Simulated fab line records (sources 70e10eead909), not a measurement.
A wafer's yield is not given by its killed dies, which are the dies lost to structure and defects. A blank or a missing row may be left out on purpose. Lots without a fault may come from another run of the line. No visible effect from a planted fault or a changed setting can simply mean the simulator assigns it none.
Matching of chambers :: flow nand harc :: NHARC_P_CONTACT_STRIP_28 on rie diel-13: 4 sister chambers
The step strips in O2. 8 wafers are shown with their chamber, then 11 later ones without.

WAFERS PAIRED WITH THEIR CHAMBERS
wafer: L079.1
chamber: 0
drypump motor current A (A): 5.90
oes product au (a.u.): 1.020

wafer: L087.1
chamber: 1
drypump motor current A (A): 5.66
oes product au (a.u.): 0.992

wafer: L088.3
chamber: 0
drypump motor current A (A): 5.90
oes product au (a.u.): 1.016

wafer: L088.4
chamber: 3
drypump motor current A (A): 5.40
oes product au (a.u.): 0.986

wafer: L092.1
chamber: 2
drypump motor current A (A): 6.16
oes product au (a.u.): 0.996

wafer: L092.5
chamber: 3
drypump motor current A (A): 5.44
oes product au (a.u.): 0.986

wafer: L092.6
chamber: 2
drypump motor current A (A): 6.16
oes product au (a.u.): 1.013

wafer: L093.1
chamber: 1
drypump motor current A (A): 5.67
oes product au (a.u.): 0.992

WAFERS MISSING THEIR CHAMBER
wafer: L093.2
drypump motor current A (A): 6.11
oes product au (a.u.): 0.991

wafer: L093.5
drypump motor current A (A): 5.42
oes product au (a.u.): 0.974

wafer: L094.1
drypump motor current A (A): 5.66
oes product au (a.u.): 0.989

wafer: L094.2
drypump motor current A (A): 5.43
oes product au (a.u.): 0.978

wafer: L094.3
drypump motor current A (A): 6.13
oes product au (a.u.): 1.006

wafer: L094.4
drypump motor current A (A): 5.67
oes product au (a.u.): 0.988

wafer: L094.5
drypump motor current A (A): 5.41
oes product au (a.u.): 0.982

wafer: L094.6
drypump motor current A (A): 6.12
oes product au (a.u.): 1.009

wafer: L095.1
drypump motor current A (A): 5.42
oes product au (a.u.): 0.971

wafer: L095.3
drypump motor current A (A): 5.90
oes product au (a.u.): 0.998

wafer: L095.5
drypump motor current A (A): 5.90
oes product au (a.u.): 0.998

WHICH CHAMBER EACH WENT THROUGH
wafer: L093.2
from the rows above: 2
in truth: 2

wafer: L093.5
from the rows above: 3
in truth: 3

wafer: L094.1
from the rows above: 1
in truth: 1

wafer: L094.2
from the rows above: 3
in truth: 3

wafer: L094.3
from the rows above: 2
in truth: 2

wafer: L094.4
from the rows above: 1
in truth: 1

wafer: L094.5
from the rows above: 3
in truth: 3

wafer: L094.6
from the rows above: 2
in truth: 2

wafer: L095.1
from the rows above: 3
in truth: 3

wafer: L095.3
from the rows above: 0
in truth: 0

wafer: L095.5
from the rows above: 0
in truth: 0
Correct placement for 11 of the 11. Number that these rows cannot place: 0. Number placed wrongly: 0.
How it was worked out, from the rows above alone: a wafer's distance from a chamber is the root of the sum, over the readings, of the square of ((its reading less the chamber's mean) divided by the reading's scatter). The wafer belongs to the nearest chamber; if the next one is less than 2 further off, it can't be placed. For every chamber, the mean is computed from those of its wafers that are shown. How the scatter is found: for the shown wafers, subtract from each reading the mean of its chamber, square and add these, divide the total by (wafers less chambers), then take the root.
